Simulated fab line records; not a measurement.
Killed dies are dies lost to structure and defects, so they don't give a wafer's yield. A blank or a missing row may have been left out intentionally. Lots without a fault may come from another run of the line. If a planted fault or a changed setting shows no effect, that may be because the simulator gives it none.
fab line records    flow nandHarc
record: lots: 5  wafers: 13  lastDay: 23
route steps=1159 shown A_CHANNEL_HOLE_D1@450
lots untouched by any fault: they come from a run of this same line in which no faults occurred
startH: start of the lot's first displayed wafer, in hours after the record's first day    waitH: hours from the lot's prior step to this one    " as in the row above    L1.1+2: one row covering several wafers at once    - value missing, or start not given    * or withheld: withheld    < > ~ a bound
route shown NAME@n: names a module that has steps shown in the file, with the first one's number in the route    usual: average and standard deviation across the fault-free wafers    same: alike in all rows    chamber/n: place in a boat    sites: per-site readings    _std_site: the standard deviation of these    _edge_site: inner sites' mean taken away from outer sites' mean    radiusMm: how far each site lies from the wafer's centre    mask NAME#n: copy n    behind: the most recent tool/chamber to have shaped the wafer    hold: cause of the lot's hold/its duration in hours/its outcome    device: names the non-switching transistor (n, p or np)    end of line: the route-end tests of the same wafers    for a step that has no rows: nothing shown but its recipe    killed: the dies lost at the first sort to structure and to defects; this is not the yield of the wafer    map: per-die view of a wafer (x killed, . not killed, _ where there is no die)
set.NAME: the run value of the setting; set.NAME@STEP: its run value at that earlier step    model.NAME: the simulator's own value behind a step, which no gauge read
lots at some steps of the route; a table a step, a row a wafer
services: the hour from which a tool's chamber was out of use, counted from the record's first day as startH (under 0 if before that day), plus the number of hours and why
== steps ==
step: NHARC_A_CHANNEL_HOLE_D1_DEP_00
recipe: targetThkA: 31000  tempC: 400  material: aC
step: NHARC_A_CHANNEL_HOLE_D1_DEP_01
recipe: targetThkA: 1400  targetThkNm: 140  tempC: 400  pressureTorr: 3.5  flowSccm: 200  rfW: 350  material: SiON
step: NHARC_A_CHANNEL_HOLE_D1_DEHYDRATE_02
recipe: tempC: 150  timeS: 120
step: NHARC_A_CHANNEL_HOLE_D1_HMDS_03
recipe: timeS: 30
step: NHARC_A_CHANNEL_HOLE_D1_COAT_36
recipe: tempC: 260  timeS: 75
step: NHARC_A_CHANNEL_HOLE_D1_COAT_37
recipe: tempC: 225  timeS: 65
step: NHARC_A_CHANNEL_HOLE_D1_COAT_04
recipe: spinRpm: 1500  resistThkNm: 90
step: NHARC_A_CHANNEL_HOLE_D1_SOFTBAKE_05
recipe: tempC: 105  timeS: 55
step: NHARC_A_CHANNEL_HOLE_D1_EBR_06
step: NHARC_A_CHANNEL_HOLE_D1_EXPOSE_07
recipe: na: 1.35  targetCdNm: 100  sigmaOuter: 0.3  doseMj: 59.65  maskId: HOLE_D1
step: NHARC_A_CHANNEL_HOLE_D1_PEB_08
recipe: pebTempC: 100  pebTimeS: 65
usual: heaterPowerTotalW: 156.5/0.43
lot.wafer  tool           chamber  startH  waitH  heaterPowerTotalW
L959.4     lithoTrack-01  0        194.69  0.0    156.2
L959.5     "              0        "       "      156.7
L959.6     "              0        "       "      156.3
L969.3     lithoTrack-01  0        246.83  0.0    156.5
L969.4     "              0        "       "      166.0
L968.1     lithoTrack-01  0        247.66  0.1    166.4
L968.4     "              0        "       "      166.5
L968.6     "              0        "       "      157.1
L972.1     lithoTrack-01  0        281.05  0.1    165.9
L972.3     "              0        "       "      156.7
L975.4     lithoTrack-06  0        286.32  0.0    156.7
L975.5     "              0        "       "      156.1
L975.6     "              0        "       "      156.2
step: NHARC_A_CHANNEL_HOLE_D1_DEVELOP_09
recipe: developTimeS: 35  devTempC: 23
step: NHARC_A_CHANNEL_HOLE_D1_CD_MEAS_10
recipe: targetCdNm: 100  landingEnergyEv: 500
usual: cdNm: 100.2/0.67
lot.wafer  tool      chamber  startH  waitH  cdNm
L959.4     cdSem-03  0        194.78  -      99.8
L959.5     "         0        "       "      100.8
L959.6     "         0        "       "      100.4
L969.3     cdSem-01  0        246.91  -      100.8
L969.4     "         0        "       "      98.1
L968.1     cdSem-01  0        247.74  -      97.3
L968.4     "         0        "       "      96.5
L968.6     "         0        "       "      99.8
L972.1     cdSem-02  0        281.13  -      97.1
L972.3     "         0        "       "      100.7
L975.4     cdSem-02  0        286.40  -      100.8
L975.5     "         0        "       "      100.4
L975.6     "         0        "       "      101.0
step: NHARC_A_CHANNEL_HOLE_D1_DESCUM_15
recipe: timeS: 3  o2FlowSccm: 200  arFlowSccm: 0  biasPowerW: 0  chemistry: O2
usual: drypumpMotorCurrentA: 5.8/0.32  oesProductAu: 1.006/0.013  rfVppV: 57.7/1  showerheadPlenumPTorr: 1.94/0.089  throttleValvePct: 11.311/0.0097
same: timeS: 3
lot.wafer  tool        chamber  startH  waitH  drypumpMotorCurrentA  oesProductAu  rfHoursCounterH  rfVppV  showerheadPlenumPTorr  throttleValvePct  model.A_CHANNEL_HOLE_D1.cdNm
L959.4     rieDiel-13  1        194.98  0.1    5.4                   1.026         6                57.4    1.99                   11.285            99.05
L959.5     "           2        "       "      5.5                   1.025         -                58.3    1.97                   11.315            101
L959.6     "           3        "       "      5.8                   1.011         -                58.0    1.78                   11.316            100.2
L969.4     rieDiel-13  3        247.09  0.1    5.8                   1.018         11               58.2    1.78                   11.306            97.44
L969.3     "           1        "       "      5.4                   1.027         9                58.7    1.99                   11.295            100.3
L968.4     rieDiel-11  2        247.92  0.1    5.8                   0.992         3                58.4    1.95                   11.303            96.01
L968.1     "           3        "       "      5.8                   1.003         2                56.8    1.98                   11.315            96.43
L968.6     "           3        "       "      5.7                   1.001         -                57.1    1.98                   11.317            99.06
L972.1     rieDiel-11  0        281.32  0.1    5.6                   1.009         4                56.3    1.85                   11.290            96.7
L972.3     "           1        "       "      5.9                   1.019         5                57.5    1.96                   11.305            99.84
L975.4     rieDiel-11  2        286.61  0.1    5.8                   1.002         6                58.3    1.94                   11.299            100.9
L975.5     "           3        "       "      5.8                   1.016         -                57.1    1.98                   11.305            99.43
L975.6     "           0        "       "      5.6                   0.996         -                58.3    1.85                   11.319            100
step: NHARC_A_CHANNEL_HOLE_D1_ETCH_38
recipe: targetDepthA: 390  overEtchFrac: 0.3  timeS: 65  ionEnergyEv: 80  cf4FlowSccm: 150  arFlowSccm: 0  rfW: 300  biasW: 100  chemistry: CF4
step: NHARC_A_CHANNEL_HOLE_D1_ETCH_39
recipe: targetDepthA: 2600  overEtchFrac: 0.3  timeS: 325  ionEnergyEv: 200  n2FlowSccm: 150  h2FlowSccm: 150  arFlowSccm: 0  rfW: 400  biasW: 150  chemistry: N2/H2
step: NHARC_A_CHANNEL_HOLE_D1_ETCH_34
recipe: targetDepthA: 1540  timeS: 77  cf4FlowSccm: 100  chf3FlowSccm: 30  arFlowSccm: 0  rfW: 500  biasW: 200  chemistry: CF4/CHF3
step: NHARC_A_CHANNEL_HOLE_D1_ETCH_16
recipe: targetDepthA: 31000  overEtchFrac: 0.3  timeS: 806  ionEnergyEv: 150  o2FlowSccm: 400  cosFlowSccm: 20  arFlowSccm: 0  rfW: 500  biasW: 300  chemistry: O2/COS
step: NHARC_A_CHANNEL_HOLE_D1_ETCH_19
recipe: biasV: 1200  sourceW: 2500  pressureMtorr: 15  timeS: 34.5  arFlowSccm: 375  c4f8FlowSccm: 28.8  o2FlowSccm: 96.2  tempC: -20  targetDepthA: *  chemistry: C4F8/O2/Ar
step: NHARC_A_CHANNEL_HOLE_D1_ETCH_20
recipe: biasV: 3000  sourceW: withheld  pressureMtorr: 20  timeS: 361.9  arFlowSccm: 375  c4f8FlowSccm: 89.3  o2FlowSccm: 35.7  tempC: -20  targetDepthA: 16000  chemistry: C4F8/O2/Ar
step: NHARC_A_CHANNEL_HOLE_D1_ETCH_21
recipe: biasV: 3000  sourceW: withheld  pressureMtorr: 20  timeS: 514.3  arFlowSccm: 375  c4f8FlowSccm: 89.3  o2FlowSccm: 35.7  tempC: -20  targetDepthA: 16000  chemistry: C4F8/O2/Ar
step: NHARC_A_CHANNEL_HOLE_D1_ETCH_22
recipe: biasV: 3000  sourceW: withheld  pressureMtorr: 20  timeS: 666.7  arFlowSccm: 375  c4f8FlowSccm: 89.3  o2FlowSccm: 35.7  tempC: -20  targetDepthA: 16000  chemistry: C4F8/O2/Ar
step: NHARC_A_CHANNEL_HOLE_D1_ETCH_23
recipe: biasV: 5000  sourceW: withheld  pressureMtorr: 20  timeS: 819  arFlowSccm: 375  c4f8FlowSccm: 89.3  o2FlowSccm: 35.7  tempC: -20  targetDepthA: 16000  chemistry: C4F8/O2/Ar
step: NHARC_A_CHANNEL_HOLE_D1_ETCH_24
recipe: biasV: 5000  sourceW: withheld  pressureMtorr: 20  timeS: 906.2  arFlowSccm: 375  c4f8FlowSccm: 93.8  o2FlowSccm: 31.2  tempC: -20  targetDepthA: 15000  chemistry: C4F8/O2/Ar
step: NHARC_A_CHANNEL_HOLE_D1_ETCH_25
recipe: biasV: 5000  sourceW: withheld  pressureMtorr: 20  timeS: 1040.2  arFlowSccm: 375  c4f8FlowSccm: 93.8  o2FlowSccm: 31.2  tempC: -20  targetDepthA: 15000  chemistry: C4F8/O2/Ar
step: NHARC_A_CHANNEL_HOLE_D1_ETCH_26
recipe: biasV: 300  sourceW: 2000  pressureMtorr: 30  timeS: 224.1  arFlowSccm: 375  c4f8FlowSccm: 11.4  o2FlowSccm: 113.6  tempC: -20  targetDepthA: 3000  chemistry: C4F8/O2/Ar
step: NHARC_A_CHANNEL_HOLE_D1_ETCH_33
recipe: biasV: 400  sourceW: 2000  pressureMtorr: 25  timeS: 90  arFlowSccm: 375  c4f8FlowSccm: 41.7  o2FlowSccm: 83.3  tempC: -20  targetDepthA: 4000  chemistry: C4F8/O2/Ar
step: NHARC_A_CHANNEL_HOLE_D1_STRIP_41
recipe: n2FlowSccm: 150  h2FlowSccm: 150  arFlowSccm: 0  biasW: 0  chemistry: N2/H2
step: NHARC_A_CHANNEL_HOLE_D1_STRIP_42
recipe: cf4FlowSccm: 100  chf3FlowSccm: 30  arFlowSccm: 0  biasW: 0  chemistry: CF4/CHF3
step: NHARC_A_CHANNEL_HOLE_D1_STRIP_43
recipe: o2FlowSccm: 400  cosFlowSccm: 20  arFlowSccm: 0  biasW: 0  chemistry: O2/COS
step: NHARC_A_CHANNEL_HOLE_D1_ETCH_44
recipe: targetDepthA: 1400  overetchA: 140  timeS: 77  ionEnergyEv: 100  cf4FlowSccm: 80  o2FlowSccm: 20  arFlowSccm: 0  rfW: 300  biasW: 100  chemistry: CF4/O2
usual: drypumpMotorCurrentA: 5.8/0.31  oes_ar_750_au: 1.001/0.0043  oesProductAu: 1.007/0.013  rfVppV: 198.3/1.2  showerheadPlenumPTorr: 1.36/0.057  throttleValvePct: 13.398/0.0092
same: timeS: 77
lot.wafer  tool        chamber  startH  waitH  drypumpMotorCurrentA  oes_ar_750_au  oesProductAu  rfHoursCounterH  rfVppV  showerheadPlenumPTorr  throttleValvePct  model.A_CHANNEL_HOLE_D1.cdNm
L959.4     rieDiel-11  3        200.91  0.1    5.7                   0.995          1.008         0                197.7   1.38                   13.406            89.2
L959.6     "           2        "       "      5.9                   0.995          1.018         -                198.1   1.36                   13.393            92.69
L959.5     "           3        "       "      5.8                   1.001          1.000         -                198.0   1.38                   13.411            90.12
L969.4     rieDiel-13  3        253.02  0.1    5.8                   1.012          1.010         12               195.7   1.24                   13.413            86.69
L969.3     "           1        "       "      5.4                   0.997          1.039         9                199.6   1.39                   13.401            89.63
L968.4     rieDiel-11  0        254.66  0.1    5.6                   1.005          1.004         3                196.7   1.29                   13.392            85.45
L968.1     "           1        "       "      5.9                   0.995          1.015         3                198.1   1.37                   13.392            89.14
L968.6     "           3        "       "      5.8                   1.006          0.999         -                197.9   1.38                   13.398            88.7
L972.3     rieDiel-08  3        287.22  0.1    6.4                   0.996          1.005         13               198.2   1.40                   13.401            90.71
L972.1     "           0        "       "      5.7                   1.001          1.002         5                199.9   1.42                   13.407            88.29
L975.4     rieDiel-11  3        293.06  0.0    5.8                   1.001          1.018         6                197.7   1.38                   13.406            90.99
L975.6     "           3        "       "      5.8                   1.000          1.015         -                198.8   1.38                   13.395            90.87
L975.5     "           0        "       "      5.6                   1.001          1.010         -                195.1   1.29                   13.384            91.22
step: NHARC_A_CHANNEL_HOLE_D1_STRIP_27
recipe: o2FlowSccm: 500  arFlowSccm: 0  biasW: 0  chemistry: O2
== services ==
tool           chamber  startH  hours  kind
rieDiel-11     2        186.98  3.6    repair
rieDiel-11     -        189.56  9.0    pm
rieDiel-11     0        189.56  9.0    ventCycle
rieDiel-11     1        189.56  9.0    ventCycle
rieDiel-11     3        189.56  9.0    ventCycle
rieDiel-11     0        198.56  -      clean
rieDiel-11     1        198.56  -      clean
rieDiel-11     2        198.56  -      clean
rieDiel-11     3        198.56  -      clean
rieDiel-11     3        208.10  6.4    repair
rieDiel-11     0        223.06  -      clean
rieDiel-11     1        223.06  -      clean
rieDiel-11     2        223.06  -      clean
rieDiel-11     3        223.06  -      clean
rieDiel-13     1        223.23  23.2   repair
rieDiel-11     0        247.56  -      clean
rieDiel-11     1        247.56  -      clean
rieDiel-11     2        247.56  -      clean
rieDiel-11     3        247.56  -      clean
lithoTrack-01  -        268.00  7.0    pm
rieDiel-11     0        272.06  -      clean
rieDiel-11     1        272.06  -      clean
rieDiel-13     -        276.00  9.0    pm
lithoTrack-06  -        292.00  7.0    pm
== key ==
firstSign: step: NHARC_A_CHANNEL_HOLE_D1_PEB_08  reading: heaterPowerTotalW  direction: up  sigmas: 22  usual: *  struck: *
effect: step: NHARC_A_CHANNEL_HOLE_D1_CD_MEAS_10  reading: cdNm  direction: down  sigmas: 4.3  usual: 100.2  struck: 97.2
modelEffect: step: NHARC_A_CHANNEL_HOLE_D1_DESCUM_15  value: A_CHANNEL_HOLE_D1.cdNm  without: 100  struck: 96.65
modelEffect: step: NHARC_A_CHANNEL_HOLE_D1_ETCH_44  value: A_CHANNEL_HOLE_D1.cdNm  without: 90.76  struck: 87.39
metAt NHARC_A_CHANNEL_HOLE_D1_PEB_08
struckWafers L968.1,L968.4,L969.4,L972.1
testerLeftOut L968,L969,L972
onsetBetween 194.69 246.83
fault: kind: processParameterDrift  tool: lithoTrack-01  chamber: -  onsetH: 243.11  steps: NHARC_A_CHANNEL_HOLE_D1_PEB_08  channel: pebTimeS  offset: *  shape: step  endH: 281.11  scope: struckWafersOnly  actsIn: *  stated: *
testerLeftOut: of these lots the tester's yield and bins aren't shown, on N5 and GAA mostly nor the transistor test; their killed dies are dies lost to structure and defects alone, not to doping, threshold or leakage, so they don't give the yield
